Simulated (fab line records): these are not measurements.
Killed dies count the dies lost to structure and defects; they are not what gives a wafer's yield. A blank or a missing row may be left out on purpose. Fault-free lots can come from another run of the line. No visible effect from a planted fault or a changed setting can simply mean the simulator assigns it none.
The tool behind it: which one? -- flow n5Finfet -- 11 lots with 31 wafers sampled at 6 steps, on a route of 1938 steps

WHAT THE GAUGES SHOWED, per wafer
N5_BEOL_M6_THK_MEAS_01. Usual: for M6_ILD_THK the level is 154.3 nm and the standard deviation is 1.9.
lot,measured,on,M6_ILD_THK (nm),flag
L610,day 8 16:12,filmMetro-02,152.4 154.7 155.1,
L612,day 9 01:08,filmMetro-01,152.7 154.4 155.7,
L613,day 9 22:06,filmMetro-01,152.5 154.4 154.1,
L614,day 10 00:28,filmMetro-01,154.3 152.9 156.2,
L615,day 10 18:14,filmMetro-02,152.6 149.7,
L618,day 11 05:18,filmMetro-01,153.6 154.7 157.0,
L622,day 11 19:48,filmMetro-01,154.4 154.8,
L626,day 13 10:20,filmMetro-02,154.6 153.2 154.5,
L628,day 13 11:27,filmMetro-02,152.2 154.3 153.4,
L630,day 14 00:47,filmMetro-02,153.9 155.0 155.6,
L631,day 14 03:53,filmMetro-01,155.1 157.7 156.7,

N5_BEOL_M6_INSPECT_13: inspects for defects (brightfield). Usual: rawDefectCount reads 392 (standard deviation 90).
lot,measured,on,rawDefectCount,flag
L610,day 8 16:43,defectInspect-02,496 369 428,
L612,day 9 02:01,defectInspect-01,432 387 391,
L613,day 9 23:17,defectInspect-02,350 351 403,
L614,day 10 02:15,defectInspect-02,344 378 355,
L615,day 10 20:17,defectInspect-01,846 837,OFF
L618,day 11 06:55,defectInspect-01,976 820 860,OFF
L622,day 11 23:19,defectInspect-02,561 494,
L626,day 13 12:07,defectInspect-01,415 371 279,
L628,day 13 12:32,defectInspect-02,376 461 358,
L630,day 14 02:19,defectInspect-02,545 572 517,
L631,day 14 05:22,defectInspect-02,337 331 471,

N5_BEOL_M6_INSPECT_30: inspects for defects (brightfield). Usual: rawDefectCount reads 392 (standard deviation 91).
lot,measured,on,rawDefectCount,flag
L610,day 8 17:47,defectInspect-01,500 346 422,
L612,day 9 03:31,defectInspect-02,435 373 384,
L613,day 10 01:19,defectInspect-01,341 338 342,
L614,day 10 03:14,defectInspect-01,345 372 370,
L615,day 10 22:34,defectInspect-02,825 892,OFF
L618,day 11 11:04,defectInspect-02,975 833 859,OFF
L622,day 12 01:25,defectInspect-01,550 487,
L626,day 13 13:07,defectInspect-01,398 356 266,
L628,day 13 13:39,defectInspect-01,362 487 338,
L630,day 14 03:15,defectInspect-01,569 597 526,
L631,day 14 07:15,defectInspect-01,330 336 483,

EACH LOT AND THE TOOL THAT RAN IT (in order: tool; ch and the chambers of the sampled wafers; start)
lot,N5_BEOL_M5_DEP_56,N5_BEOL_M6_CURE_74,N5_BEOL_M6_HM_DEP_02
L610,"pecvd-01 ch 0,1,2, day 8 15:29","uvCure-02 ch 2, day 8 15:41","pvdSputter-01, day 8 16:17"
L612,"pecvd-02 ch 0,2, day 9 00:26","uvCure-03 ch 0, day 9 00:42","pvdSputter-01, day 9 01:18"
L613,"pecvd-01 ch 1,2, day 9 20:55","uvCure-02 ch 1, day 9 21:40","pvdSputter-02, day 9 22:44"
L614,"pecvd-01 ch 0,2, day 9 23:46","uvCure-03 ch 0, day 10 00:02","pvdSputter-02, day 10 01:42"
L615,"pecvd-01 ch 0,1, day 10 17:31","uvCure-03 ch 0, day 10 18:02","pvdSputter-01, day 10 19:54"
L618,"pecvd-01 ch 0,1, day 11 04:35","uvCure-02 ch 0, day 11 04:47","pvdSputter-01, day 11 06:20"
L622,"pecvd-01 ch 1,2, day 11 19:05","uvCure-01 ch 0, day 11 19:17","pvdSputter-02, day 11 22:46"
L626,"pecvd-01 ch 0,1,2, day 13 09:38","uvCure-02 ch 0, day 13 09:49","pvdSputter-02, day 13 11:41"
L628,"pecvd-01 ch 0,1, day 13 10:44","uvCure-01 ch 2, day 13 10:56","pvdSputter-03, day 13 12:07"
L630,"pecvd-04 ch 0,1,2, day 14 00:04","uvCure-03 ch 0, day 14 00:21","pvdSputter-03, day 14 01:53"
L631,"pecvd-01 ch 0,2, day 14 03:10","uvCure-01 ch 2, day 14 03:22","pvdSputter-01, day 14 04:49"
- N5_BEOL_M5_DEP_56: deposits SiCN from 3MS/NH3, target thk 8 nm, time 14 s.
- N5_BEOL_M6_CURE_74: cures SiCOH lowk, time 240 s.
- N5_BEOL_M6_HM_DEP_02: deposits TiN, target thk 20 nm.

AS READ BY THE TOOLS THEMSELVES (means over the sampled wafers that have a number; for cases with no such wafer, the mark the record gives instead)
N5_BEOL_M5_DEP_56. Usual: showerheadPlenumPTorr 3.673 Torr, standard deviation 0.011; throttleValvePct 9.4 %, standard deviation 0.58.
lot,tool,showerheadPlenumPTorr (Torr),throttleValvePct (%),flag
L610,pecvd-01,3.684,9.8,
L612,pecvd-02,3.664,9.6,
L613,pecvd-01,3.679,10.1,
L614,pecvd-01,3.681,9.4,
L615,pecvd-01,3.683,9.3,
L618,pecvd-01,3.681,9.5,
L622,pecvd-01,3.672,9.4,
L626,pecvd-01,3.678,9.3,
L628,pecvd-01,3.685,9.3,
L630,pecvd-04,3.655,9.1,
L631,pecvd-01,3.678,8.9,

N5_BEOL_M6_CURE_74. Usual: lampPowerPct 52.32 %, standard deviation 0.059; wafer_temp_C_max 386.9, standard deviation 0.56.
lot,tool,lampPowerPct (%),wafer_temp_C_max,flag
L610,uvCure-02,52.34,386.7,
L612,uvCure-03,52.36,386.4,
L613,uvCure-02,52.29,386.5,
L614,uvCure-03,52.33,386.8,
L615,uvCure-03,52.25,386.4,
L618,uvCure-02,52.27,388.1,
L622,uvCure-01,52.28,386.2,
L626,uvCure-02,52.34,387.4,
L628,uvCure-01,52.29,386.9,
L630,uvCure-03,52.34,386.3,
L631,uvCure-01,52.33,386.7,

N5_BEOL_M6_HM_DEP_02. Usual: chamberPressurePa 0.5000 Pa, standard deviation 0.00094; substrateTempC 24.99 C, standard deviation 0.11; throttleValvePct 30.3 %, standard deviation 1.
lot,tool,chamberPressurePa (Pa),substrateTempC (C),throttleValvePct (%),flag
L610,pvdSputter-01,0.5001,25.00,30.9,
L612,pvdSputter-01,0.5003,25.11,30.4,
L613,pvdSputter-02,0.4991,24.94,30.7,
L614,pvdSputter-02,0.5000,25.01,30.1,
L615,pvdSputter-01,0.4998,25.05,30.7,
L618,pvdSputter-01,0.5003,24.99,30.4,
L622,pvdSputter-02,0.5012,25.07,31.2,
L626,pvdSputter-02,0.4996,24.91,30.0,
L628,pvdSputter-03,0.5001,25.04,30.0,
L630,pvdSputter-03,0.4999,24.92,30.2,
L631,pvdSputter-01,0.4999,24.97,30.5,

THE ANSWER, worked out from the rows above alone
Rule: a lot counts as off when the mean over its wafers that have a number is more than 3 standard deviations away from the usual mean. A lot without any number at a reading at which 4 lots or more have one is off too. All remaining lots with rows at the step are treated as sound. The gauges are gone through in route order, then the tools' own readings, and for those a lot's mean is taken as printed above. The first step at which some lot is off is used, and at that step the reading that is off furthest; a lot without a number counts as furthest.
Off: L615, L618, at N5_BEOL_M6_INSPECT_13 (rawDefectCount).
A tool fits if, at a process step before that reading, it ran every lot that is off, and no sound lot after the first of them. Not tried: the gauges at N5_BEOL_M6_INSPECT_13; whatever is off there is also off at N5_BEOL_M6_INSPECT_30, on other tools, and gauge error can't account for it. Of those tried, none fits.

WHAT THE SIMULATOR PUT IN
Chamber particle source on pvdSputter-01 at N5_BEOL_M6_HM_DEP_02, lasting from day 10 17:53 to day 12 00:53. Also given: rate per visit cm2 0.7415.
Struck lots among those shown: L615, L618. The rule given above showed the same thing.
